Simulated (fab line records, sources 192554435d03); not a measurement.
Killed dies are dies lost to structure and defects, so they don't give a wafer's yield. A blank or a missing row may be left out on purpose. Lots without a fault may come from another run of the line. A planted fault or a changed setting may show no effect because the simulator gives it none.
fab line records | flow n5_finfet
record lots=10 wafers=29 last_day=17
route steps=1938 shown WELL_APT@46 PMOS_HMC_CHANNEL_EPI@66 BEOL_M4@1111 PASSIVATION@1936
lots that met no fault: from a run of the same line without faults
start_h: hours from the record's first day to the start of the lot's first wafer shown | wait_h: hours since the lot's step before | " the same as in the row above | L1.1+2: a row that stands for several wafers | - no value, or no start given | * or withheld: withheld | < > ~ a bound
route shown NAME@n: a module of which the file shows steps, and the number in the route of the first | usual: mean/standard deviation of fault-free wafers | same: alike in all rows | chamber/n: place in a boat | sites: the reading at each site | _std_site: their standard deviation | _edge_site: outer sites' mean less inner sites' | radius_mm: how far each site lies from the wafer's centre | mask NAME#n: copy n | behind: the tool/chamber that last shaped the wafer | hold: why the lot was held/for how many hours/how that ended | device: the transistor (n, p or np) that didn't switch | end of line: the same wafers' tests at the end of the route | a step without rows: its recipe alone | killed: dies lost to structure and defects at the first sort, not the wafer's yield | map: a wafer's dies, x killed, . not, _ none there
set.NAME: the setting as run; set.NAME@STEP: as run at that earlier step | model.NAME: the simulator's own value behind a step, which no gauge read
steps of the route over a sample of lots; a table a step, a row a wafer
services: from which hour (start_h, from the record's first day; less than 0 if before it) a tool's chamber was out of use, for how many hours, and why
## steps
# step N5_WELL_APT_DESCUM_30
# recipe chemistry=O2 time_s=7.9 source_power_w=50 bias_power_w=20 pressure_mtorr=20 rf_frequency_hz=2.712e+07 temp_c=40 o2_flow_sccm=225
# usual chamber_pressure_mTorr=19.998/0.025 drypump_motor_current_A=6.0/0.41 oes_product_au=0.77/0.081 rf_vpp_V=243.3/1.2 showerhead_plenum_p_Torr=2.10/0.057 throttle_valve_pct=20.48/0.16
# columns lot.wafer tool chamber start_h wait_h chamber_pressure_mTorr drypump_motor_current_A oes_product_au rf_hours_counter_h rf_vpp_V showerhead_plenum_p_Torr throttle_valve_pct
L603.1 rie_diel-03 2 15.05 0.0 19.967 5.8 0.76 122 244.2 2.10 20.50
L603.3 " 0 " " 19.974 5.5 0.73 168 244.2 2.17 20.28
L603.5 " 2 " " 19.997 5.8 0.75 - 243.3 2.10 20.51
L604.3 rie_diel-04 0 21.04 0.1 19.977 5.4 0.74 178 243.1 2.08 20.37
L604.5 " 0 " " 20.017 5.4 0.73 - 243.3 2.08 20.36
L604.6 " 1 " " 19.983 5.7 0.83 - 244.9 2.20 20.55
L606.1 rie_diel-03 1 33.69 0.3 20.014 6.0 0.71 195 242.6 2.08 20.66
L606.4 " 0 " " 20.014 5.5 0.73 175 245.0 2.17 20.32
L606.6 " 0 " " 19.997 5.5 0.72 - 243.9 2.17 20.32
L610.2 rie_diel-03 0 56.90 0.0 20.014 5.5 0.72 183 245.2 2.16 20.32
L610.4 " 3 " " 19.990 6.1 0.72 193 242.8 2.07 20.41
L610.5 " 0 " " 19.999 5.5 0.73 - 244.0 2.16 20.32
L611.3 rie_diel-01 2 63.49 0.2 20.004 5.9 0.80 99 243.5 2.11 20.19
L611.4 " 1 " " 20.030 6.6 0.76 154 242.8 2.08 20.53
L611.5 " 3 " " 20.008 6.1 0.95 - 243.6 2.14 20.46
L616.2 rie_diel-04 2 93.68 0.5 20.016 5.1 0.76 160 244.1 2.08 20.63
L616.3 " 0 " " 20.019 5.4 0.72 198 243.8 2.08 20.41
L616.4 " 3 " " 20.010 6.0 0.71 225 242.3 2.07 20.48
L618.1 rie_diel-01 2 105.08 0.0 20.032 5.9 0.78 120 242.9 2.10 20.20
L618.3 " 1 " " 19.992 6.6 0.74 175 243.6 2.07 20.57
L618.4 " 0 " " 19.974 6.5 0.94 6 246.9 2.22 20.41
L621.1 rie_diel-01 3 123.21 0.0 19.991 6.1 0.89 34 243.0 2.14 20.51
L621.3 " 2 " " 19.971 5.9 0.78 126 245.5 2.10 20.21
L624.2 rie_diel-04 2 141.36 0.0 19.990 5.1 0.73 175 241.7 2.07 20.63
L624.4 " 3 " " 19.985 6.1 0.70 240 242.8 2.06 20.50
L624.6 " 0 " " 20.046 5.4 0.70 - 242.9 2.07 20.41
L626.1 rie_diel-03 2 152.93 0.0 20.003 5.8 0.71 171 243.0 2.08 20.58
L626.2 " 3 " " 19.997 6.1 0.71 225 243.7 2.06 20.47
L626.4 " 1 " " 20.020 6.0 0.68 240 243.2 2.06 20.74
# step N5_PMOS_HMC_CHANNEL_EPI_OVL_MEAS_10
# recipe points_per_wafer=44
# usual PMOS_HMC_BLK_OVL=-0.5/0.77
# columns lot.wafer tool chamber start_h wait_h PMOS_HMC_BLK_OVL[nm]
L603.1 overlay-01 0 17.03 0.0 -0.3
L603.3 " 0 " " -0.5
L603.5 " 0 " " -0.4
L604.3 overlay-02 0 23.24 0.0 -1.6
L604.5 " 0 " " -1.1
L604.6 " 0 " " 0.0
L606.1 overlay-02 0 35.86 0.0 1.3
L606.4 " 0 " " -0.4
L606.6 " 0 " " -0.5
L610.2 overlay-01 0 59.15 0.0 -1.1
L610.4 " 0 " " 0.3
L610.5 " 0 " " 0.3
L611.3 overlay-01 0 65.67 0.0 -0.6
L611.4 " 0 " " -1.1
L611.5 " 0 " " -0.3
L616.2 overlay-01 0 96.28 0.0 0.4
L616.3 " 0 " " 0.3
L616.4 " 0 " " 0.0
L618.1 overlay-02 0 107.37 0.0 -0.6
L618.3 " 0 " " -0.5
L618.4 " 0 " " -0.9
L621.1 overlay-01 0 125.82 0.0 -1.2
L621.3 " 0 " " -1.0
L624.2 overlay-01 0 143.70 0.0 -0.8
L624.4 " 0 " " -2.1
L624.6 " 0 " " -1.1
L626.1 overlay-01 0 155.24 0.0 0.4
L626.2 " 0 " " -0.8
L626.4 " 0 " " -0.5
# step N5_PMOS_HMC_CHANNEL_EPI_ETCH_38
# recipe chemistry=CF4 target=SiO2 target_depth_a=15 ion_energy_ev=350 pressure_mtorr=10 icp_w=800 bias_w=400 cf4_flow_sccm=80
# usual chamber_pressure_mTorr=10.001/0.0085 drypump_motor_current_A=5.8/0.32 oes_product_au=0.998/0.018 throttle_valve_pct=21.85/0.11
# columns lot.wafer tool chamber start_h wait_h chamber_pressure_mTorr drypump_motor_current_A oes_product_au rf_hours_counter_h throttle_valve_pct
L603.1 rie_si-05 0 17.53 0.0 10.005 6.0 0.981 124 21.94
L603.3 " 3 " " 9.982 5.6 0.982 186 21.86
L603.5 " 3 " " 9.994 5.6 0.986 - 21.85
L604.3 rie_si-05 2 23.73 0.0 10.009 5.5 0.997 125 21.72
L604.5 " 1 " " 10.009 5.3 1.021 - 21.79
L604.6 " 0 " " 10.008 5.9 0.990 - 21.94
L606.1 rie_si-01 0 36.35 0.0 9.998 6.0 0.983 52 21.75
L606.4 " 2 " " 10.006 5.4 0.970 158 21.98
L606.6 " 1 " " 10.016 6.3 1.001 - 21.94
L610.2 rie_si-05 0 59.64 0.0 9.996 5.9 0.988 124 21.94
L610.4 " 2 " " 9.997 5.5 1.003 125 21.73
L610.5 " 0 " " 10.003 5.9 0.993 - 21.92
L611.3 rie_si-05 3 66.22 0.0 9.998 5.7 0.988 187 21.87
L611.4 " 1 " " 10.020 5.3 1.022 149 21.78
L611.5 " 0 " " 9.988 5.9 0.986 - 21.93
L616.2 rie_si-05 2 96.79 0.0 9.992 5.5 0.999 126 21.73
L616.3 " 3 " " 9.997 5.6 0.829 188 21.80
L616.4 " 1 " " 10.001 5.3 1.027 150 21.78
L618.1 rie_si-01 0 107.87 0.0 10.002 6.0 0.993 53 21.74
L618.3 " 2 " " 10.005 5.4 0.980 159 21.98
L618.4 " 1 " " 9.996 6.2 1.018 179 21.94
L621.1 rie_si-05 1 126.54 0.0 10.002 5.3 1.038 150 21.76
L621.3 " 0 " " 10.007 5.9 0.837 126 21.89
L624.2 rie_si-04 2 144.23 0.0 10.009 5.3 1.000 156 21.83
L624.4 " 1 " " 9.999 6.1 1.006 83 22.09
L624.6 " 1 " " 10.018 6.1 0.989 - 22.09
L626.1 rie_si-01 0 155.77 0.0 10.014 6.0 0.997 54 21.74
L626.2 " 1 " " 9.987 6.2 1.010 180 21.95
L626.4 " 2 " " 9.998 5.4 0.980 160 22.01
# step N5_PMOS_HMC_CHANNEL_EPI_THK_MEAS_22
# recipe reads=SiGe30_of_PMOS_HMC_CHANNEL_EPI_EPI_20
# usual HMC_CMP_THK=53.8/0.43
# columns lot.wafer tool chamber start_h wait_h HMC_CMP_THK[nm]
L603.1 film_metro-01 - 19.35 - 53.5
L603.3 " - " " 54.0
L603.5 " - " " 53.2
L604.3 film_metro-02 - 25.56 - 54.2
L604.5 " - " " 54.1
L604.6 " - " " 54.1
L606.1 film_metro-02 - 38.17 - 54.2
L606.4 " - " " 54.3
L606.6 " - " " 54.2
L610.2 film_metro-01 - 61.86 - 53.9
L610.4 " - " " 54.0
L610.5 " - " " 53.7
L611.3 film_metro-01 - 68.04 - 53.9
L611.4 " - " " 53.0
L611.5 " - " " 53.3
L616.2 film_metro-01 - 99.01 - 53.9
L616.3 " - " " 53.8
L616.4 " - " " 53.8
L618.1 film_metro-01 - 109.70 - 54.4
L618.3 " - " " 54.7
L618.4 " - " " 54.1
L621.1 film_metro-01 - 128.84 - 53.7
L621.3 " - " " 53.2
L624.2 film_metro-01 - 146.06 - 53.5
L624.4 " - " " 53.7
L624.6 " - " " 53.4
L626.1 film_metro-02 - 157.99 - 54.1
L626.2 " - " " 53.8
L626.4 " - " " 53.6
# step N5_BEOL_M4_RC_MEAS_101
# usual DIBL_N=36.3/1.2 DIBL_P=36.7/1.5 IOFF_N=0.164/0.02 IOFF_P=0.214/0.024 ION_N=673/8.5 ION_P=461/5.9 SS_N=71.6/0.44 SS_P=73.3/0.55 VT_N=249.4/2.4 VT_P=-250.0/2.3
# columns lot.wafer tool chamber start_h wait_h DIBL_N[mV/V] DIBL_P[mV/V] IOFF_N[nA/um] IOFF_P[nA/um] ION_N[uA/um] ION_P[uA/um] SS_N[mV/dec] SS_P[mV/dec] VT_N[mV] VT_P[mV]
L603.1 prober-01 0 158.09 0.0 36.3 35.8 0.162 0.194 674 458 71.9 73.4 249.4 -251.8
L603.3 " 0 " " 35.6 34.9 0.149 0.182 654 449 71.7 73.3 250.6 -255.3
L603.5 " 0 " " 36.4 35.2 0.160 0.188 655 453 71.4 74.0 249.2 -251.0
L604.3 prober-02 0 172.04 0.3 36.6 35.3 0.157 0.211 666 463 71.3 72.8 249.4 -248.3
L604.5 " 0 " " 36.5 34.2 0.150 0.201 667 459 72.1 73.1 252.6 -251.7
L604.6 " 0 " " 37.0 35.8 0.172 0.227 672 464 71.7 73.0 248.8 -248.0
L606.1 prober-02 0 174.60 0.0 37.0 37.7 0.187 0.214 688 461 72.5 73.3 246.9 -248.0
L606.4 " 0 " " 35.4 36.0 0.150 0.183 673 456 71.9 73.1 251.1 -253.8
L606.6 " 0 " " 34.7 35.2 0.138 0.173 665 456 71.7 72.8 250.6 -253.1
L610.2 prober-02 0 225.39 0.2 34.4 35.5 0.140 0.198 668 457 71.3 72.5 252.3 -248.4
L610.4 " 0 " " 36.3 37.5 0.174 0.229 675 464 71.7 73.4 248.8 -248.3
L610.5 " 0 " " 35.7 36.6 0.159 0.215 668 458 71.5 73.4 250.5 -249.8
L611.3 prober-01 0 234.01 0.3 36.1 37.7 0.172 0.219 683 464 71.6 73.4 248.2 -248.6
L611.4 " 0 " " 35.7 37.2 0.164 0.210 677 464 72.1 73.6 248.6 -251.2
L611.5 " 0 " " 37.2 39.5 0.199 0.248 689 465 72.6 75.0 244.6 -247.5
L616.2 prober-02 0 254.19 0.2 36.5 37.6 0.160 0.190 662 452 71.1 73.3 250.8 -252.2
L616.3 " 0 " " 37.9 39.0 0.177 0.217 671 462 71.5 73.3 249.7 -253.4
L616.4 " 0 " " 38.2 39.6 0.188 0.213 659 452 72.3 73.2 244.9 -249.8
L618.1 prober-02 0 259.92 0.0 36.7 37.1 0.162 0.224 672 470 71.6 73.3 249.7 -247.1
L618.3 " 0 " " 35.7 36.7 0.147 0.218 673 466 71.1 73.3 252.8 -246.9
L618.4 " 0 " " 34.9 35.7 0.131 0.195 666 462 71.6 73.3 253.9 -247.2
L621.1 prober-01 0 280.96 0.0 33.7 35.5 0.131 0.181 664 458 71.2 72.7 252.4 -252.3
L621.3 " 0 " " 33.8 35.5 0.130 0.181 660 456 71.2 71.9 252.8 -249.8
L624.2 prober-01 0 300.19 0.2 36.0 36.4 0.163 0.219 675 461 71.3 73.2 246.9 -248.3
L624.4 " 0 " " 37.5 38.9 0.194 0.256 671 460 71.9 73.7 245.0 -248.7
L624.6 " 0 " " 36.9 38.2 0.180 0.244 674 465 71.4 73.9 247.3 -248.9
L626.1 prober-02 0 307.18 0.0 36.3 38.1 0.159 0.214 680 465 71.2 73.8 251.0 -251.5
L626.2 " 0 " " 36.1 38.3 0.160 0.214 672 465 71.2 73.3 251.5 -250.7
L626.4 " 0 " " 38.6 40.1 0.200 0.258 682 469 72.3 74.7 247.2 -249.7
# step N5_PASSIVATION_PROBE_49
# usual defect_limited_yield=91.2/1.5 killed_at_M0_to_M3=35/11 killed_at_M4_up=13/5.6 killed_at_contacts=13/6.3 killed_at_front_end=38/12 killed_at_other=3.7/2.9 killed_dies=104/18 killed_open=69/13 killed_short=34/8.3 sort_bin_5_function=5.2/0.95 sort_bin_6_memory=3.3/0.68 sort_n_pass=1076/18 sort_yield_pct=91.2/1.5
# same gross_dies=1180 killed_at_back_side=0 sort_bin_4_leakage[%]=0 sort_bin_8_speed[%]=0
# columns lot.wafer tool chamber start_h wait_h defect_limited_yield[%] killed_at_M0_to_M3 killed_at_M4_up killed_at_contacts killed_at_front_end killed_at_other killed_dies killed_open killed_short sort_bin_5_function[%] sort_bin_6_memory[%] sort_n_pass sort_yield_pct[%]
L621.1 prober-02 - 394.17 0.0 91.3 35 19 18 23 8 103 66 35 5.1 3.4 1077 91.3
L621.3 prober-02 - 394.27 0.1 91.4 25 21 18 35 2 101 58 43 5.5 2.4 1079 91.4
# killed by level:class
L621.1 MOL_CONTACT_COAG:geometric_particle:open=14 BEOL_M4:geometric_particle:open=11 BEOL_M0_SAQP:geometric_particle:open=10 BEOL_M0_SAQP:geometric_particle:short=10 BEOL_M2:geometric_particle:open=6 STI_FIN_REVEAL:geometric_particle:open=4 MOL_CONTACT_COAG:geometric_particle:short=4 PASS1_CAP:geometric_particle:open=4
L621.3 MOL_CONTACT_COAG:geometric_particle:open=12 BEOL_M4:geometric_particle:open=10 BEOL_M0_SAQP:geometric_particle:short=9 FIN_SAQP:geometric_particle:short=8 GATE_CUT:geometric_particle:short=8 STI_FIN_REVEAL:geometric_particle:open=7 MOL_CONTACT_COAG:geometric_particle:short=6 BEOL_M0_SAQP:geometric_particle:open=6
## services
# columns tool chamber start_h hours kind
rie_diel-01 1 -6.18 7.4 repair
rie_diel-01 3 21.17 - clean
rie_diel-01 3 21.17 - consumable_replace:focus_ring
rie_diel-01 3 21.17 15.2 scheduled_down
rie_diel-01 3 21.17 15.2 vent_cycle
rie_si-04 - 22.38 0.3 repair
rie_si-01 0 42.16 4.2 repair
rie_diel-04 2 44.97 6.9 repair
rie_si-01 3 51.92 8.0 repair
rie_diel-04 - 59.15 0.5 repair
rie_diel-04 - 63.20 14.6 pm
rie_diel-01 0 73.23 - clean
rie_diel-01 0 73.23 - consumable_replace:focus_ring
rie_diel-01 0 73.23 - consumable_replace:showerhead
rie_diel-01 0 73.23 15.8 scheduled_down
rie_diel-01 0 73.23 15.8 vent_cycle
rie_diel-03 3 90.78 8.7 repair
rie_diel-03 2 120.65 6.2 repair
rie_diel-01 1 121.10 5.2 repair
## key
first_sign step=N5_PMOS_HMC_CHANNEL_EPI_ETCH_38 reading=oes_product_au direction=down sigmas=8.9 usual=0.998 struck=0.833
effect none on later readings
met_at N5_PMOS_HMC_CHANNEL_EPI_ETCH_38
struck_lots L616,L621
struck_wafers L616.3,L621.3
not_acting_at N5_WELL_APT_DESCUM_30,N5_PMOS_HMC_CHANNEL_EPI_OVL_MEAS_10,N5_PMOS_HMC_CHANNEL_EPI_THK_MEAS_22
onset_between 66.22 96.79
fault kind=process_parameter_drift tool=rie_si-05 chamber=- onset_h=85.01 steps=N5_PMOS_HMC_CHANNEL_EPI_ETCH_38 channel=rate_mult offset=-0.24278 shape=step end_h=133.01 scope=struck_wafers_only
